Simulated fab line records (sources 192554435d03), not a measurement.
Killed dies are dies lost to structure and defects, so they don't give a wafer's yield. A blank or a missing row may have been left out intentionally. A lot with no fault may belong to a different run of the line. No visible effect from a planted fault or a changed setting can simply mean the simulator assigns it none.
Which tool was responsible? :: flow n5Finfet :: 36 wafers from 12 lots sampled at 5 of the route's 1938 steps

== WHAT THE GAUGES SHOWED, per wafer ==
N5_MIM_TOP_LITHO_OVL_MEAS_11.
lot: L075
measured: day 11 14:42
on: overlay-01
MIM_TOP_OVL (nm): 9 11 4

lot: L077
measured: day 12 14:32
on: overlay-02
MIM_TOP_OVL (nm): 1 5 1

lot: L081
measured: day 13 07:57
on: overlay-02
MIM_TOP_OVL (nm): -1 6 6

lot: L080
measured: day 13 14:33
on: overlay-01
MIM_TOP_OVL (nm): 4 3 6

lot: L083
measured: day 14 13:31
on: overlay-01
MIM_TOP_OVL (nm): 4 0 9

lot: L085
measured: day 15 00:47
on: overlay-01
MIM_TOP_OVL (nm): 10 6 7

lot: L088
measured: day 15 04:55
on: overlay-02
MIM_TOP_OVL (nm): 5 10 1

lot: L089
measured: day 15 13:34
on: overlay-02
MIM_TOP_OVL (nm): 7 3 -1

lot: L090
measured: day 16 02:13
on: overlay-02
MIM_TOP_OVL (nm): -1 -2 -10

lot: L092
measured: day 17 00:10
on: overlay-01
MIM_TOP_OVL (nm): 5 8 3

lot: L094
measured: day 17 06:49
on: overlay-01
MIM_TOP_OVL (nm): 4 9 8

lot: L096
measured: day 17 07:15
on: overlay-02
MIM_TOP_OVL (nm): -2 1 3

== WHAT TOOL EACH LOT RAN ON (gives the tool, then ch and the chambers of the sampled wafers, and finally the start) ==
lot: L075
N5_BEOL_M15_ETCH_38: rieDiel-05 ch 1,2, day 11 10:48 or earlier
N5_BEOL_M15_SPUTTER_43: pvdSputter-03, day 11 10:48
N5_MIM_TOP_ALD_01: aldHk-03 ch 0,1,2, day 11 14:42 or earlier
N5_MIM_TOP_ALD_02: aldHk-03 ch 0,1,2, day 11 14:42 or earlier

lot: L077
N5_BEOL_M15_ETCH_38: rieDiel-05 ch 1,2,3, day 12 05:38 or earlier
N5_BEOL_M15_SPUTTER_43: pvdSputter-03, day 12 05:38
N5_MIM_TOP_ALD_01: aldHk-01 ch 0,1,3, day 12 14:32 or earlier
N5_MIM_TOP_ALD_02: aldHk-01 ch 0,1,3, day 12 14:32 or earlier

lot: L081
N5_BEOL_M15_ETCH_38: rieDiel-05 ch 0,2,3, day 13 03:16 or earlier
N5_BEOL_M15_SPUTTER_43: pvdSputter-02, day 13 03:16
N5_MIM_TOP_ALD_01: aldHk-01 ch 0,2,3, day 13 07:57 or earlier
N5_MIM_TOP_ALD_02: aldHk-01 ch 0,2,3, day 13 07:57 or earlier

lot: L080
N5_BEOL_M15_ETCH_38: rieDiel-04 ch 0,1,2, day 13 10:11 or earlier
N5_BEOL_M15_SPUTTER_43: pvdSputter-03, day 13 10:11
N5_MIM_TOP_ALD_01: aldHk-02 ch 0,1,2, day 13 14:33 or earlier
N5_MIM_TOP_ALD_02: aldHk-02 ch 0,1,2, day 13 14:33 or earlier

lot: L083
N5_BEOL_M15_ETCH_38: rieDiel-04 ch 2,3, day 14 06:53 or earlier
N5_BEOL_M15_SPUTTER_43: pvdSputter-01, day 14 06:53
N5_MIM_TOP_ALD_01: aldHk-02 ch 2,3, day 14 13:31 or earlier
N5_MIM_TOP_ALD_02: aldHk-02 ch 2,3, day 14 13:31 or earlier

lot: L085
N5_BEOL_M15_ETCH_38: rieDiel-04 ch 0,1,3, day 14 20:45 or earlier
N5_BEOL_M15_SPUTTER_43: pvdSputter-01, day 14 20:45
N5_MIM_TOP_ALD_01: aldHk-02 ch 0,2,3, day 15 00:47 or earlier
N5_MIM_TOP_ALD_02: aldHk-02 ch 0,2,3, day 15 00:47 or earlier

lot: L088
N5_BEOL_M15_ETCH_38: rieDiel-04 ch 0,1,3, day 14 23:46 or earlier
N5_BEOL_M15_SPUTTER_43: pvdSputter-02, day 14 23:46
N5_MIM_TOP_ALD_01: aldHk-01 ch 1,3, day 15 04:55 or earlier
N5_MIM_TOP_ALD_02: aldHk-01 ch 1,3, day 15 04:55 or earlier

lot: L089
N5_BEOL_M15_ETCH_38: rieDiel-05 ch 0,1,3, day 15 08:35 or earlier
N5_BEOL_M15_SPUTTER_43: pvdSputter-03, day 15 08:35
N5_MIM_TOP_ALD_01: aldHk-03 ch 2,3, day 15 13:34 or earlier
N5_MIM_TOP_ALD_02: aldHk-03 ch 2,3, day 15 13:34 or earlier

lot: L090
N5_BEOL_M15_ETCH_38: rieDiel-05 ch 0,1, day 15 20:43 or earlier
N5_BEOL_M15_SPUTTER_43: pvdSputter-01, day 15 20:43
N5_MIM_TOP_ALD_01: aldHk-03 ch 1,2,3, day 16 02:13 or earlier
N5_MIM_TOP_ALD_02: aldHk-03 ch 1,2,3, day 16 02:13 or earlier

lot: L092
N5_BEOL_M15_ETCH_38: rieDiel-04 ch 0,1,3, day 16 19:20 or earlier
N5_BEOL_M15_SPUTTER_43: pvdSputter-02, day 16 19:20
N5_MIM_TOP_ALD_01: aldHk-01 ch 0,1,3, day 17 00:10 or earlier
N5_MIM_TOP_ALD_02: aldHk-01 ch 0,1,3, day 17 00:10 or earlier

lot: L094
N5_BEOL_M15_ETCH_38: rieDiel-02 ch 1,3, day 17 00:21 or earlier
N5_BEOL_M15_SPUTTER_43: pvdSputter-02, day 17 00:21
N5_MIM_TOP_ALD_01: aldHk-02 ch 1,2, day 17 06:49 or earlier
N5_MIM_TOP_ALD_02: aldHk-02 ch 1,2, day 17 06:49 or earlier

lot: L096
N5_BEOL_M15_ETCH_38: rieDiel-02 ch 0,2,3, day 17 00:42 or earlier
N5_BEOL_M15_SPUTTER_43: pvdSputter-03, day 17 00:42
N5_MIM_TOP_ALD_01: aldHk-03 ch 0,2,3, day 17 07:15 or earlier
N5_MIM_TOP_ALD_02: aldHk-03 ch 0,2,3, day 17 07:15 or earlier
- N5_BEOL_M15_ETCH_38: etches SiCN in CF4/N2, target depth 106.4 nm, time 120.5 s.
- N5_BEOL_M15_SPUTTER_43: material TaN, target thk 15 nm, time 24.19 s.
- N5_MIM_TOP_ALD_01: deposits HfO2, target thk 5.6 nm, pulse time 1 s, purge time 3 s.
- N5_MIM_TOP_ALD_02: deposits Al2O3, purge time 3 s, co reactant pulse time 3 s.

== THE ANSWER, worked out from the rows above alone ==
Rule: what is usual is taken from the lots themselves. Put in order of their means at a reading, lots are off if they are a third of the lots or fewer, leave a main group of 4 or more, and stand apart from it by a gap of 3 or more times the standard deviation of the main group's means; of several such gaps the widest counts. A main group whose means are all the same, to the digits that the tables above print for the reading, isn't used. Also off: a lot with no number at a reading for which 4 or more lots have one. Any other lot the step has rows for is counted as sound.
Nothing can be told from this: no lot is off at any reading shown.

== WHAT THE SIMULATOR PUT IN ==
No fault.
